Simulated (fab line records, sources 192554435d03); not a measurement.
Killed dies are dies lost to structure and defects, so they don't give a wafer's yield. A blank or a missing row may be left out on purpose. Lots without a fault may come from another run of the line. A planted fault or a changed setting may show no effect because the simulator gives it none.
Which tool did it? | flow n5_finfet | 9 lots, 27 wafers sampled, at 5 steps of a route of 1938

WHAT THE GAUGES READ, wafer by wafer
N5_SD_EPI_N_EPI_MEAS_23. Usual: thk_nm 59.1 nm, standard deviation 1.
lot  | measured    | on            | thk_nm (nm)    | flag
L846 | day 3 08:31 | film_metro-02 | 58.8 59.2 57.0 |
L847 | day 3 11:30 | film_metro-01 | 58.9 58.1 59.4 |
L848 | day 3 16:23 | film_metro-01 | 59.0 59.5 59.2 |
L849 | day 3 23:14 | film_metro-02 | 58.4 59.9 57.9 |
L850 | day 4 05:17 | film_metro-02 | 59.1 56.9 59.0 |
L853 | day 4 23:01 | film_metro-02 | 60.9 59.8 59.9 |
L856 | day 5 16:20 | film_metro-02 | 58.3 60.7 59.4 |
L858 | day 6 06:51 | film_metro-02 | 57.3 59.7 59.8 |
L861 | day 6 23:08 | film_metro-01 | 59.4 59.4 59.7 |

N5_BEOL_M4_RC_MEAS_101. Usual: DIBL_N 36.1 mV/V, standard deviation 1.6; DIBL_P 35.8 mV/V, standard deviation 2.1; IOFF_N 0.16 nA/um, standard deviation 0.031; IOFF_P 0.21 nA/um, standard deviation 0.034; ION_N 673 uA/um, standard deviation 12; ION_P 461 uA/um, standard deviation 7.2; SS_N 71.4 mV/dec, standard deviation 0.59; SS_P 73.3 mV/dec, standard deviation 0.63; VT_N 250 mV, standard deviation 3.1; VT_P -250 mV, standard deviation 3.3.
lot  | measured     | on        | DIBL_N (mV/V)  | DIBL_P (mV/V)  | IOFF_N (nA/um) | IOFF_P (nA/um) | ION_N (uA/um) | ION_P (uA/um) | SS_N (mV/dec)  | SS_P (mV/dec)  | VT_N (mV)   | VT_P (mV)      | flag
L846 | day 8 07:15  | prober-02 | 36.1 36.0 36.9 | 36.1 35.6 36.0 | 0.17 0.16 0.17 | 0.21 0.21 0.21 | 676 670 689   | 463 457 465   | 71.7 71.8 71.4 | 73.4 73.3 74.3 | 248 249 247 | -253 -250 -252 |
L847 | day 8 07:31  | prober-01 | 35.3 38.5 36.4 | 35.4 38.8 37.1 | 0.15 0.21 0.16 | 0.19 0.24 0.23 | 674 687 674   | 457 461 465   | 71.6 72.6 71.7 | 73.0 73.6 73.4 | 249 245 250 | -251 -249 -247 |
L848 | day 8 18:02  | prober-02 | 34.3 35.6 35.1 | 33.2 35.8 33.9 | 0.11 0.13 0.12 | 0.15 0.19 0.16 | 661 663 661   | 454 458 460   | 71.0 70.2 71.0 | 72.4 73.4 72.8 | 254 251 254 | -255 -254 -254 |
L849 | day 8 12:54  | prober-02 | 34.4 36.0 36.2 | 35.0 36.9 36.9 | 0.13 0.16 0.16 | 0.17 0.21 0.20 | 658 686 670   | 451 467 457   | 70.6 71.6 71.4 | 73.4 73.6 73.9 | 253 250 250 | -252 -251 -253 |
L850 | day 9 09:04  | prober-02 | 36.3 36.1 38.2 | 36.9 37.0 39.6 | 0.17 0.17 0.23 | 0.21 0.21 0.27 | 683 677 687   | 459 457 465   | 71.6 71.6 72.3 | 73.3 73.4 74.0 | 250 249 243 | -253 -253 -249 |
L853 | day 9 23:06  | prober-01 | 37.1 35.8 37.0 | 35.6 34.7 35.9 | 0.18 0.14 0.17 | 0.23 0.21 0.24 | 691 671 683   | 465 461 471   | 72.0 71.1 72.0 | 73.1 73.3 73.2 | 247 250 247 | -249 -247 -245 |
L856 | day 10 18:57 | prober-01 | 35.4 35.0 35.7 | 36.1 35.7 36.6 | 0.14 0.14 0.14 | 0.17 0.17 0.18 | 667 676 664   | 452 460 452   | 71.0 71.0 71.4 | 73.5 72.2 73.3 | 253 251 254 | -256 -255 -255 |
L858 | day 11 10:46 | prober-01 | 36.6 36.2 33.7 | 36.1 34.7 32.1 | 0.16 0.15 0.12 | 0.22 0.19 0.16 | 667 665 658   | 463 457 448   | 71.8 71.3 70.5 | 73.7 72.7 72.8 | 249 253 252 | -248 -249 -251 |
L861 | day 11 19:40 | prober-01 | 35.4 33.9 32.9 | 35.8 34.5 33.4 | 0.15 0.13 0.11 | 0.21 0.18 0.17 | 672 656 646   | 465 454 457   | 71.2 70.8 70.6 | 73.1 72.5 72.7 | 249 254 253 | -250 -250 -252 |

WHICH TOOL RAN EACH LOT (tool, then ch and the chambers of the sampled wafers, then the start)
lot  | N5_SD_EPI_N_ETCH_45               | N5_SD_EPI_N_PRECLEAN_49            | N5_SD_EPI_P_ETCH_37
L846 | rie_diel-04 ch 1,2,3, day 3 04:53 | remote_plasma-01 ch 1, day 3 08:38 | rie_diel-03 ch 0,2,3, day 3 09:40
L847 | rie_diel-01 ch 0,2,3, day 3 06:46 | remote_plasma-02 ch 0, day 3 11:38 | rie_diel-03 ch 0,1,3, day 3 12:38
L848 | rie_diel-02 ch 0,3, day 3 12:46   | remote_plasma-02 ch 1, day 3 16:30 | rie_diel-03 ch 1,2,3, day 3 17:42
L849 | rie_diel-04 ch 1,3, day 3 19:37   | remote_plasma-02 ch 0, day 3 23:20 | rie_diel-03 ch 0,3, day 4 00:16
L850 | rie_diel-04 ch 0,1,3, day 4 01:40 | remote_plasma-02 ch 0, day 4 05:27 | rie_diel-05 ch 0,1,2, day 4 06:45
L853 | rie_diel-01 ch 0,2,3, day 4 19:24 | remote_plasma-01 ch 1, day 4 23:07 | rie_diel-03 ch 0,1,2, day 5 00:20
L856 | rie_diel-01 ch 0,1,2, day 5 12:43 | remote_plasma-02 ch 0, day 5 16:26 | rie_diel-03 ch 2,3, day 5 18:28
L858 | rie_diel-02 ch 1,3, day 6 02:14   | remote_plasma-02 ch 0, day 6 06:57 | rie_diel-05 ch 0,1,2, day 6 08:04
L861 | rie_diel-04 ch 0,1,3, day 6 18:31 | remote_plasma-02 ch 1, day 6 23:14 | rie_diel-06 ch 0,2,3, day 7 00:20
- N5_SD_EPI_N_ETCH_45: etches SiOCN in CH3F/O2, target depth 6 nm.
- N5_SD_EPI_N_PRECLEAN_49: cleans in NF3:NH3, afs cycles 1, time 20 s, sublimation time 60 s.
- N5_SD_EPI_P_ETCH_37: etches SOC in N2/H2, overetch 108 nm, time 486 s.

WHAT THE TOOLS THEMSELVES READ (means of the sampled wafers that have a number; where no wafer has one, the mark that the record gives instead)
N5_SD_EPI_N_ETCH_45. Usual: drypump_motor_current_A 5.9 A, standard deviation 0.43; oes_product_au 0.78 a.u., standard deviation 0.061; rf_vpp_V 127.6 V, standard deviation 0.95; showerhead_plenum_p_Torr 2.01 Torr, standard deviation 0.058; throttle_valve_pct 23.41 %, standard deviation 0.24.
lot  | tool        | drypump_motor_current_A (A) | oes_product_au (a.u.) | rf_vpp_V (V) | showerhead_plenum_p_Torr (Torr) | throttle_valve_pct (%) | flag
L846 | rie_diel-04 | 5.7                         | 0.81                  | 127.8        | 2.05                            | 23.39                  |
L847 | rie_diel-01 | 6.1                         | 0.78                  | 127.3        | 1.97                            | 23.30                  |
L848 | rie_diel-02 | 5.9                         | 0.71                  | 128.0        | 2.05                            | 23.49                  |
L849 | rie_diel-04 | 5.6                         | 0.77                  | 126.9        | 2.06                            | 23.64                  |
L850 | rie_diel-04 | 5.5                         | 0.77                  | 126.9        | 2.04                            | 23.54                  |
L853 | rie_diel-01 | 6.0                         | 0.76                  | 127.5        | 1.97                            | 23.32                  |
L856 | rie_diel-01 | 5.9                         | 0.82                  | 127.3        | 1.95                            | 23.31                  |
L858 | rie_diel-02 | 5.6                         | 0.76                  | 127.8        | 2.01                            | 23.41                  |
L861 | rie_diel-04 | 5.5                         | 0.75                  | 128.4        | 2.03                            | 23.56                  |

N5_SD_EPI_N_PRECLEAN_49. Usual: pressure_torr 3.000 Torr, standard deviation 0.0061.
lot  | tool             | pressure_torr (Torr) | flag
L846 | remote_plasma-01 | 3.000                |
L847 | remote_plasma-02 | 3.005                |
L848 | remote_plasma-02 | 3.002                |
L849 | remote_plasma-02 | 2.997                |
L850 | remote_plasma-02 | 3.009                |
L853 | remote_plasma-01 | 2.998                |
L856 | remote_plasma-02 | 3.000                |
L858 | remote_plasma-02 | 3.002                |
L861 | remote_plasma-02 | 2.996                |

N5_SD_EPI_P_ETCH_37. Usual: drypump_motor_current_A 5.8 A, standard deviation 0.4; oes_product_au 0.70 a.u., standard deviation 0.06; rf_vpp_V 240.6 V, standard deviation 1.3; showerhead_plenum_p_Torr 2.54 Torr, standard deviation 0.093; throttle_valve_pct 24.0 %, standard deviation 0.31.
lot  | tool        | drypump_motor_current_A (A) | oes_product_au (a.u.) | rf_vpp_V (V) | showerhead_plenum_p_Torr (Torr) | throttle_valve_pct (%) | flag
L846 | rie_diel-03 | 5.9                         | 0.70                  | 242.1        | 2.58                            | 23.9                   |
L847 | rie_diel-03 | 5.9                         | 0.70                  | 240.9        | 2.55                            | 23.8                   |
L848 | rie_diel-03 | 6.0                         | 0.68                  | 241.0        | 2.57                            | 23.8                   |
L849 | rie_diel-03 | 5.7                         | 0.70                  | 240.6        | 2.55                            | 23.8                   |
L850 | rie_diel-05 | 5.8                         | 0.79                  | 240.8        | 2.54                            | 23.8                   |
L853 | rie_diel-03 | 6.0                         | 0.70                  | 241.5        | 2.58                            | 23.9                   |
L856 | rie_diel-03 | 6.0                         | 0.65                  | 240.8        | 2.59                            | 23.9                   |
L858 | rie_diel-05 | 5.7                         | 0.76                  | 240.3        | 2.54                            | 23.8                   |
L861 | rie_diel-06 | 5.7                         | 0.68                  | 239.9        | 2.49                            | 24.0                   |

THE ANSWER, worked out from the rows above alone
Rule: a lot is off if the mean of its wafers that have a number lies more than 3 standard deviations from the usual mean. A lot without any number at a reading at which 4 lots or more have one is off too. The other lots that the step has rows for count as sound. The gauges are gone through in route order, then the tools' own readings, and for those a lot's mean is taken as printed above. The first step at which some lot is off is used, and at that step the reading that is off furthest; a lot without a number counts as furthest.
No lot is off at any reading shown: from this, nothing can be told.

WHAT THE SIMULATOR HAD PUT IN
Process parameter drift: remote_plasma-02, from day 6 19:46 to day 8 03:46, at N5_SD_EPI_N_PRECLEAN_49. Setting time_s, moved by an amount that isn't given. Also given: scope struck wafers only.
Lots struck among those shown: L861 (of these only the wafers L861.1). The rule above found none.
